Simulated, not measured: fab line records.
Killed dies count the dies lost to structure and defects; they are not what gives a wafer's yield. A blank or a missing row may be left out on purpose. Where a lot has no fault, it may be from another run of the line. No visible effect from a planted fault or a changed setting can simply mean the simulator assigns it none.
Chamber matching :: flow nand-harc :: NHARC_P_GATE_DEP_103 on pecvd-01: 3 sister chambers
The step deposits SiON, target thk 30 nm. 14 wafers are shown with their chamber, then 7 later ones without.

## EACH WAFER AND ITS CHAMBER
wafer: L920.1
chamber: 2
heater-power-w (W): 846
susceptor-temp-C (C): 399.64

wafer: L920.3
chamber: 0
heater-power-w (W): 726
susceptor-temp-C (C): 400.01

wafer: L920.6
chamber: 1
heater-power-w (W): 984
susceptor-temp-C (C): 400.05

wafer: L924.1
chamber: 2
heater-power-w (W): 828
susceptor-temp-C (C): 399.45

wafer: L924.2
chamber: 0
heater-power-w (W): 526
susceptor-temp-C (C): 399.72

wafer: L924.6
chamber: 2
heater-power-w (W): 854
susceptor-temp-C (C): 399.59

wafer: L933.1
chamber: 2
heater-power-w (W): 832
susceptor-temp-C (C): 400.34

wafer: L933.3
chamber: 0
heater-power-w (W): 618
susceptor-temp-C (C): 399.73

wafer: L933.6
chamber: 2
heater-power-w (W): 843
susceptor-temp-C (C): 399.99

wafer: L934.1
chamber: 2
heater-power-w (W): 824
susceptor-temp-C (C): 399.73

wafer: L934.2
chamber: 0
heater-power-w (W): 591
susceptor-temp-C (C): 400.00

wafer: L934.5
chamber: 0
heater-power-w (W): 584
susceptor-temp-C (C): 399.69

wafer: L935.1
chamber: 0
heater-power-w (W): 608
susceptor-temp-C (C): 399.89

wafer: L935.3
chamber: 2
heater-power-w (W): 814
susceptor-temp-C (C): 400.08

SIGNATURES, as means of the wafers listed above
reading: heater-power-w
chamber 0: 608.83
chamber 1: 984.00
chamber 2: 834.43
scatter within a chamber: 45.5

reading: susceptor-temp-C
chamber 0: 399.8400
chamber 1: 400.0500
chamber 2: 399.8314
scatter within a chamber: 0.253
Rule: distance of a wafer from a chamber = root of the sum over the readings of ((wafer's reading minus chamber's mean) / reading's scatter) squared. If the next closest chamber is less than 2 further off than the closest, the wafer can't be placed; otherwise it belongs to the closest. The scatter: the root of (the sum of the squares of (reading less its chamber's mean) over the shown wafers, divided by (wafers less chambers)).

## WAFERS WHOSE CHAMBER IS MISSING
wafer: L935.6
heater-power-w (W): 1056
susceptor-temp-C (C): 400.04

wafer: L936.1
heater-power-w (W): 838
susceptor-temp-C (C): 400.13

wafer: L936.3
heater-power-w (W): 583
susceptor-temp-C (C): 399.73

wafer: L936.6
heater-power-w (W): 836
susceptor-temp-C (C): 400.24

wafer: L938.1
heater-power-w (W): 1031
susceptor-temp-C (C): 399.80

wafer: L938.3
heater-power-w (W): 646
susceptor-temp-C (C): 400.18

wafer: L938.6
heater-power-w (W): 548
susceptor-temp-C (C): 399.88

## CHAMBER TAKEN BY EACH
wafer: L935.6
from the rows above: 1
in truth: 1

wafer: L936.1
from the rows above: 2
in truth: 2

wafer: L936.3
from the rows above: 0
in truth: 0

wafer: L936.6
from the rows above: can't be placed: 2 or 1
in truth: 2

wafer: L938.1
from the rows above: 1
in truth: 1

wafer: L938.3
from the rows above: 0
in truth: 0

wafer: L938.6
from the rows above: 0
in truth: 0
Correct placement for 6 of the 7. These rows do not allow placing 1 (true chamber among the candidates in 1). Placed wrongly: 0.
